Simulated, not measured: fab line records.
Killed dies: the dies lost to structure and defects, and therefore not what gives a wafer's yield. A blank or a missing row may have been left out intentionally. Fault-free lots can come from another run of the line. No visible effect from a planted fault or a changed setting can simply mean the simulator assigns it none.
Tool commonality check / flow nand harc / Lots sampled 2, wafers sampled 6

== WHY IT WAS OPENED ==
On 2 of the 2 lots, a flag is raised at NHARC_END_SORT_01 on the reading killed at periphery. No-fault wafers: 3.8, standard deviation 2.8.
Rule: a lot is flagged when every wafer of it that has a number lies more than 4 standard deviations from that mean, or none has a number. The rest of the lots are taken to be sound.

lot=L542; measured=day 29 21:49; on=prober-01; killed at periphery, wafer by wafer=60 83 82; flag=FLAGGED
lot=L543; measured=day 30 17:01; on=prober-01; killed at periphery, wafer by wafer=74 84 75; flag=FLAGGED
The mean of the flagged lots' numbers is 76.3, +72.5 from the usual (+26 standard deviations).

== WHICH TOOL EACH LOT WENT THROUGH ==
3 process steps preceding the reading are held in the record, out of 1302 steps in the route. In each cell: the tool, then ch and the chambers that the sampled wafers went through, then the start.
lot=L542; flag=FLAGGED; NHARC_P_M2_STRIP_19=wet bench-10 ch 1,2,3, day 11 12:23; NHARC_THIN_TSV_CMP_01=cmp-03 ch 0,2,3, day 29 01:30; NHARC_THIN_TSV_PRE_CLEAN_50=pvd sputter-02, day 29 21:49 or earlier
lot=L543; flag=FLAGGED; NHARC_P_M2_STRIP_19=wet bench-10 ch 0,6,7, day 12 10:06; NHARC_THIN_TSV_CMP_01=cmp-04 ch 0,1,2, day 29 19:04; NHARC_THIN_TSV_PRE_CLEAN_50=pvd sputter-02, day 30 17:01 or earlier
What the steps here do:
- NHARC_P_M2_STRIP_19: strips in post etch residue remover, time 600 s.
- NHARC_THIN_TSV_CMP_01: polishes.
- NHARC_THIN_TSV_PRE_CLEAN_50: time 30 s.
- NHARC_END_SORT_01

== FLAGGED AGAINST TOTAL, ONE TOOL AT A TIME (gauges that did the reading follow at the end) ==
step=NHARC_P_M2_STRIP_19; tool=wet bench-10; lots run=2; flagged=2; share of the flagged lots=all; sound lots run after its first flagged lot=0
step=NHARC_THIN_TSV_CMP_01; tool=cmp-03; lots run=1; flagged=1; share of the flagged lots=some; sound lots run after its first flagged lot=0
step=NHARC_THIN_TSV_CMP_01; tool=cmp-04; lots run=1; flagged=1; share of the flagged lots=some; sound lots run after its first flagged lot=0
step=NHARC_THIN_TSV_PRE_CLEAN_50; tool=pvd sputter-02; lots run=2; flagged=2; share of the flagged lots=all; sound lots run after its first flagged lot=0
step=NHARC_END_SORT_01; tool=prober-01; lots run=2; flagged=2; share of the flagged lots=all; sound lots run after its first flagged lot=0
With no start given for some of its lots, NHARC_THIN_TSV_PRE_CLEAN_50 uses the hours and lot order of NHARC_END_SORT_01.

== WHAT IS ALLOWED BY THE TABLE ==
In the table, 3 rows ran each flagged lot (wet bench-10 at NHARC_P_M2_STRIP_19; pvd sputter-02 at NHARC_THIN_TSV_PRE_CLEAN_50; prober-01 at NHARC_END_SORT_01).
- wet bench-10 at NHARC_P_M2_STRIP_19 ran 2 lots, 2 of them flagged. In this sample it ran no sound lot ahead of its first flagged lot, so there is no way to narrow down the start.
- pvd sputter-02 at NHARC_THIN_TSV_PRE_CLEAN_50 ran 2 lots, 2 of them flagged. In this sample it ran no sound lot ahead of its first flagged lot, so there is no way to narrow down the start.
- prober-01 at NHARC_END_SORT_01 ran 2 lots, 2 of them flagged. In this sample it ran no sound lot ahead of its first flagged lot, so there is no way to narrow down the start.
Counting lots can't tell these 3 tools apart, because each fits a fault that began at some hour. More lots, or a look at what each step does to the wafer, might.

== WHAT HAD BEEN PUT IN BY THE SIMULATOR ==
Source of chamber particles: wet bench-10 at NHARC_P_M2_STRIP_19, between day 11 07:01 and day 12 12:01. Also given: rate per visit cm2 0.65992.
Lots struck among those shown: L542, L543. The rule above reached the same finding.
